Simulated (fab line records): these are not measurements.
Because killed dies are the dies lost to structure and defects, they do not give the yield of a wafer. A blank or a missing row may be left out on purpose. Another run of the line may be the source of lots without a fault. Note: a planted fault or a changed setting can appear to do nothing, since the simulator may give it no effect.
The tool behind it: which one? :: flow nandHarc :: 14 lots, 39 wafers sampled, at 6 steps of a route of 1302

## WHAT THE GAUGES SHOWED, per wafer
NHARC_A_ONON_D2_THK_MEAS_27: measures by ellipsometry.
lot: L753
measured: day 13 06:49
on: filmMetro-01
thkNm (nm): 997 997 997

lot: L752
measured: day 13 06:47
on: filmMetro-01
thkNm (nm): 998 999 998

lot: L754
measured: day 14 01:50
on: filmMetro-01
thkNm (nm): 995 996 997

lot: L756
measured: day 14 16:58
on: filmMetro-02
thkNm (nm): 1004 1003 1004

lot: L755
measured: day 14 17:02
on: filmMetro-01
thkNm (nm): 995 995 997

lot: L759
measured: day 15 21:52
on: filmMetro-02
thkNm (nm): 992 989 991

lot: L762
measured: day 17 07:41
on: filmMetro-02
thkNm (nm): 995 996 995

lot: L764
measured: day 17 03:22
on: filmMetro-01
thkNm (nm): 998 997 998

lot: L766
measured: day 18 22:58
on: filmMetro-01
thkNm (nm): 1006 1005 1005

lot: L768
measured: day 19 13:02
on: filmMetro-01
thkNm (nm): 1557 1556

lot: L769
measured: day 20 04:16
on: filmMetro-02
thkNm (nm): 1541 1542

lot: L771
measured: day 20 18:16
on: filmMetro-01
thkNm (nm): 1550 999

lot: L773
measured: day 21 16:47
on: filmMetro-01
thkNm (nm): 1005 1005 1005

lot: L774
measured: day 21 23:39
on: filmMetro-01
thkNm (nm): 1003 1003 1002

NHARC_A_CHANNEL_HOLE_D2_CD_MEAS_10: target cd 100 nm.
lot: L753
measured: day 13 10:45
on: cdSem-02
cdNm (nm): 99.4 100.2 99.2

lot: L752
measured: day 13 10:35
on: cdSem-03
cdNm (nm): 100.1 99.6 100.0

lot: L754
measured: day 14 05:54
on: cdSem-03
cdNm (nm): 100.8 101.2 99.5

lot: L756
measured: day 14 20:46
on: cdSem-03
cdNm (nm): 99.5 101.6 100.0

lot: L755
measured: day 14 21:22
on: cdSem-02
cdNm (nm): 101.0 100.2 100.3

lot: L759
measured: day 16 01:53
on: cdSem-03
cdNm (nm): 99.5 99.8 101.2

lot: L762
measured: day 17 12:56
on: cdSem-03
cdNm (nm): 99.4 100.5 99.8

lot: L764
measured: day 17 11:14
on: cdSem-02
cdNm (nm): 99.6 101.6 100.3

lot: L766
measured: day 19 03:32
on: cdSem-02
cdNm (nm): 101.4 101.0 100.0

lot: L771
measured: day 20 23:20
on: cdSem-01
cdNm (nm): 99.6

lot: L773
measured: day 21 22:47
on: cdSem-01
cdNm (nm): 99.0 100.2 100.1

lot: L774
measured: day 22 05:43
on: cdSem-03
cdNm (nm): 99.2 99.7 99.7

NHARC_END_SORT_01.
lot: L768
measured: day 30 20:54
on: prober-02
killedAtArray: 675 673
killedAtOther: 0 0
killedAtPeriphery: 2 4
killedDies: 677 677
killedOpen: 3 5
killedShort: 6 3

lot: L769
measured: day 31 15:49
on: prober-02
killedAtArray: 675 674
killedAtOther: 0 1
killedAtPeriphery: 2 2
killedDies: 677 677
killedOpen: 1 1
killedShort: 3 3

lot: L771
measured: day 32 03:56
on: prober-01
killedAtArray: 676 57
killedAtOther: 0 1
killedAtPeriphery: 1 0
killedDies: 677 58
killedOpen: 2 5
killedShort: 3 0

## WHAT TOOL EACH LOT RAN ON (gives the tool, then ch and the chambers of the sampled wafers, and finally the start)
lot: L753
NHARC_A_DECK1_JOINT_CMP_13: cmp-03 ch 0,2,3, day 11 21:01
NHARC_A_DECK1_JOINT_CMP_02: cmp-03 ch 0,1,2, day 12 18:16
NHARC_A_ONON_D2_DEP_25: pecvdOnon-04 ch 0, day 13 06:25

lot: L752
NHARC_A_DECK1_JOINT_CMP_13: cmp-02 ch 1,2, day 11 23:43
NHARC_A_DECK1_JOINT_CMP_02: cmp-02 ch 0,1,2, day 12 18:14
NHARC_A_ONON_D2_DEP_25: pecvdOnon-01 ch 0, day 13 06:17

lot: L754
NHARC_A_DECK1_JOINT_CMP_13: cmp-02 ch 2,3, day 12 06:49
NHARC_A_DECK1_JOINT_CMP_02: cmp-01 ch 2,3, day 13 09:08
NHARC_A_ONON_D2_DEP_25: pecvdOnon-01 ch 0, day 14 01:26

lot: L756
NHARC_A_DECK1_JOINT_CMP_13: cmp-01 ch 0,1, day 12 18:29
NHARC_A_DECK1_JOINT_CMP_02: cmp-01 ch 0,2,3, day 14 02:20
NHARC_A_ONON_D2_DEP_25: pecvdOnon-02 ch 0, day 14 16:38

lot: L755
NHARC_A_DECK1_JOINT_CMP_13: cmp-02 ch 1,3, day 13 05:28
NHARC_A_DECK1_JOINT_CMP_02: cmp-02 ch 1,3, day 14 06:19
NHARC_A_ONON_D2_DEP_25: pecvdOnon-04 ch 0, day 14 16:33

lot: L759
NHARC_A_DECK1_JOINT_CMP_13: cmp-03 ch 0,1,3, day 14 07:21
NHARC_A_DECK1_JOINT_CMP_02: cmp-03 ch 1,2,3, day 15 09:18
NHARC_A_ONON_D2_DEP_25: pecvdOnon-04 ch 0, day 15 21:20

lot: L762
NHARC_A_DECK1_JOINT_CMP_13: cmp-01 ch 1,2,3, day 15 17:18
NHARC_A_DECK1_JOINT_CMP_02: cmp-01 ch 1,2, day 16 17:12
NHARC_A_ONON_D2_DEP_25: pecvdOnon-04 ch 0, day 17 07:18

lot: L764
NHARC_A_DECK1_JOINT_CMP_13: cmp-02 ch 0,1,2, day 15 20:58
NHARC_A_DECK1_JOINT_CMP_02: cmp-02 ch 0,1,3, day 16 17:16
NHARC_A_ONON_D2_DEP_25: pecvdOnon-01 ch 0, day 17 02:55

lot: L766
NHARC_A_DECK1_JOINT_CMP_13: cmp-02 ch 0,2,3, day 17 05:02
NHARC_A_DECK1_JOINT_CMP_02: cmp-03 ch 0,2,3, day 18 09:59
NHARC_A_ONON_D2_DEP_25: pecvdOnon-04 ch 0, day 18 22:35

lot: L768
NHARC_A_DECK1_JOINT_CMP_13: cmp-01 ch 0,3, day 18 02:08
NHARC_A_DECK1_JOINT_CMP_02: cmp-03 ch 0,2, day 19 00:25
NHARC_A_ONON_D2_DEP_25: pecvdOnon-04 ch 0, day 19 12:35

lot: L769
NHARC_A_DECK1_JOINT_CMP_13: cmp-03 ch 1,2, day 18 17:20
NHARC_A_DECK1_JOINT_CMP_02: cmp-02 ch 0,3, day 19 15:04
NHARC_A_ONON_D2_DEP_25: pecvdOnon-04 ch 0, day 20 03:49

lot: L771
NHARC_A_DECK1_JOINT_CMP_13: cmp-02 ch 1,3, day 19 02:14
NHARC_A_DECK1_JOINT_CMP_02: cmp-01 ch 1,3, day 20 05:32
NHARC_A_ONON_D2_DEP_25: pecvdOnon-04 ch 0, day 20 17:49

lot: L773
NHARC_A_DECK1_JOINT_CMP_13: cmp-02 ch 0,2,3, day 19 22:58
NHARC_A_DECK1_JOINT_CMP_02: cmp-02 ch 0,1,3, day 21 04:10
NHARC_A_ONON_D2_DEP_25: pecvdOnon-01 ch 0, day 21 16:17

lot: L774
NHARC_A_DECK1_JOINT_CMP_13: cmp-03 ch 0,2,3, day 20 12:30
NHARC_A_DECK1_JOINT_CMP_02: cmp-02 ch 1,2,3, day 21 11:02
NHARC_A_ONON_D2_DEP_25: pecvdOnon-01 ch 0, day 21 23:08
- NHARC_A_DECK1_JOINT_CMP_13: polishes, target thk 51.023 nm.
- NHARC_A_DECK1_JOINT_CMP_02: polishes SiOx.
- NHARC_A_ONON_D2_DEP_25: target thk 1000 nm.

## AS READ BY THE TOOLS THEMSELVES (means over the sampled wafers that have a number; for cases with no such wafer, the mark the record gives instead)
NHARC_A_DECK1_JOINT_CMP_13.
lot: L753
tool: cmp-03
motorCurrentA (A): 11.5
slurryFilterDpKPa (kPa): 13.37
slurryFlowMlMin: 150.1
timeToEndpointS (s): 8.6

lot: L752
tool: cmp-02
motorCurrentA (A): 11.2
slurryFilterDpKPa (kPa): 13.54
slurryFlowMlMin: 149.6
timeToEndpointS (s): 10.6

lot: L754
tool: cmp-02
motorCurrentA (A): 11.9
slurryFilterDpKPa (kPa): 13.54
slurryFlowMlMin: 150.5
timeToEndpointS (s): 10.1

lot: L756
tool: cmp-01
motorCurrentA (A): 11.0
slurryFilterDpKPa (kPa): 13.46
slurryFlowMlMin: 150.0
timeToEndpointS (s): 7.5

lot: L755
tool: cmp-02
motorCurrentA (A): 11.7
slurryFilterDpKPa (kPa): 13.51
slurryFlowMlMin: 149.5
timeToEndpointS (s): 10.2

lot: L759
tool: cmp-03
motorCurrentA (A): 11.3
slurryFilterDpKPa (kPa): 13.65
slurryFlowMlMin: 149.5
timeToEndpointS (s): 6.8

lot: L762
tool: cmp-01
motorCurrentA (A): 11.4
slurryFilterDpKPa (kPa): 13.45
slurryFlowMlMin: 149.7
timeToEndpointS (s): 6.9

lot: L764
tool: cmp-02
motorCurrentA (A): 12.5
slurryFilterDpKPa (kPa): 13.57
slurryFlowMlMin: 150.5
timeToEndpointS (s): 8.9

lot: L766
tool: cmp-02
motorCurrentA (A): 12.8
slurryFilterDpKPa (kPa): 13.43
slurryFlowMlMin: 150.5
timeToEndpointS (s): 6.4

lot: L768
tool: cmp-01
motorCurrentA (A): 12.1
slurryFilterDpKPa (kPa): 13.54
slurryFlowMlMin: 149.9
timeToEndpointS (s): 9.4

lot: L769
tool: cmp-03
motorCurrentA (A): 10.9
slurryFilterDpKPa (kPa): 13.60
slurryFlowMlMin: 149.8
timeToEndpointS (s): 7.2

lot: L771
tool: cmp-02
motorCurrentA (A): 11.7
slurryFilterDpKPa (kPa): 13.62
slurryFlowMlMin: 150.2
timeToEndpointS (s): 8.8

lot: L773
tool: cmp-02
motorCurrentA (A): 12.8
slurryFilterDpKPa (kPa): 13.51
slurryFlowMlMin: 149.6
timeToEndpointS (s): 9.1

lot: L774
tool: cmp-03
motorCurrentA (A): 11.3
slurryFilterDpKPa (kPa): 13.60
slurryFlowMlMin: 149.9
timeToEndpointS (s): 9.9

NHARC_A_DECK1_JOINT_CMP_02.
lot: L753
tool: cmp-03
motorCurrentA (A): 10.9
slurryFilterDpKPa (kPa): 13.44
slurryFlowMlMin: 149.7

lot: L752
tool: cmp-02
motorCurrentA (A): 12.3
slurryFilterDpKPa (kPa): 13.63
slurryFlowMlMin: 150.4

lot: L754
tool: cmp-01
motorCurrentA (A): 11.7
slurryFilterDpKPa (kPa): 13.47
slurryFlowMlMin: 150.5

lot: L756
tool: cmp-01
motorCurrentA (A): 11.2
slurryFilterDpKPa (kPa): 13.58
slurryFlowMlMin: 149.6

lot: L755
tool: cmp-02
motorCurrentA (A): 11.6
slurryFilterDpKPa (kPa): 13.53
slurryFlowMlMin: 150.1

lot: L759
tool: cmp-03
motorCurrentA (A): 11.7
slurryFilterDpKPa (kPa): 13.61
slurryFlowMlMin: 149.9

lot: L762
tool: cmp-01
motorCurrentA (A): 11.1
slurryFilterDpKPa (kPa): 13.52
slurryFlowMlMin: 149.7

lot: L764
tool: cmp-02
motorCurrentA (A): 12.6
slurryFilterDpKPa (kPa): 13.57
slurryFlowMlMin: 150.2

lot: L766
tool: cmp-03
motorCurrentA (A): 11.5
slurryFilterDpKPa (kPa): 13.44
slurryFlowMlMin: 150.5

lot: L768
tool: cmp-03
motorCurrentA (A): 10.8
slurryFilterDpKPa (kPa): 13.57
slurryFlowMlMin: 150.3

lot: L769
tool: cmp-02
motorCurrentA (A): 13.6
slurryFilterDpKPa (kPa): 13.66
slurryFlowMlMin: 150.1

lot: L771
tool: cmp-01
motorCurrentA (A): 11.2
slurryFilterDpKPa (kPa): 13.46
slurryFlowMlMin: 150.1

lot: L773
tool: cmp-02
motorCurrentA (A): 12.9
slurryFilterDpKPa (kPa): 13.47
slurryFlowMlMin: 150.2

lot: L774
tool: cmp-02
motorCurrentA (A): 11.3
slurryFilterDpKPa (kPa): 13.44
slurryFlowMlMin: 150.2

## THE ANSWER, worked out from the rows above alone
Rule: what is usual is taken from the lots themselves. The widest of any qualifying gaps counts: lots, ordered by their means at a reading, are off when they make up no more than a third of the lots, leave a main group of 4 or more, and stand apart from it by 3 or more times the standard deviation of that group's means. The tables above print the reading to a certain number of digits; a main group whose means all agree to those digits is not used. Also off: a lot with no number at a reading for which 4 or more lots have one. All remaining lots with rows at the step are treated as sound. Order of review: gauges by route order, followed by the tools' own readings, for which a lot's mean as printed above is used. The first step at which some lot is off is used, and at that step the reading that is off furthest; a lot without a number counts as furthest.
Off at NHARC_A_ONON_D2_THK_MEAS_27 (thkNm): L768, L769, L771. Main group: mean 999 nm, sd 4.5.
If a tool, at a process step before that reading, ran all the lots that are off and no sound lot after the first of them, it fits. Gauges at NHARC_A_ONON_D2_THK_MEAS_27: tried the same way as those tools. One fits: NHARC_A_ONON_D2_DEP_25 on pecvdOnon-04. A fault onset in the window from L766 (day 18 22:35, its last sound lot) to L768 (day 19 12:35, its first lot off) fits.

## WHAT HAD BEEN PUT IN BY THE SIMULATOR
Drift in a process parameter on pecvdOnon-04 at NHARC_A_ONON_D2_DEP_25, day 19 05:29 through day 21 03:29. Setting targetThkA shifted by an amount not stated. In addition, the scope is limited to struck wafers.
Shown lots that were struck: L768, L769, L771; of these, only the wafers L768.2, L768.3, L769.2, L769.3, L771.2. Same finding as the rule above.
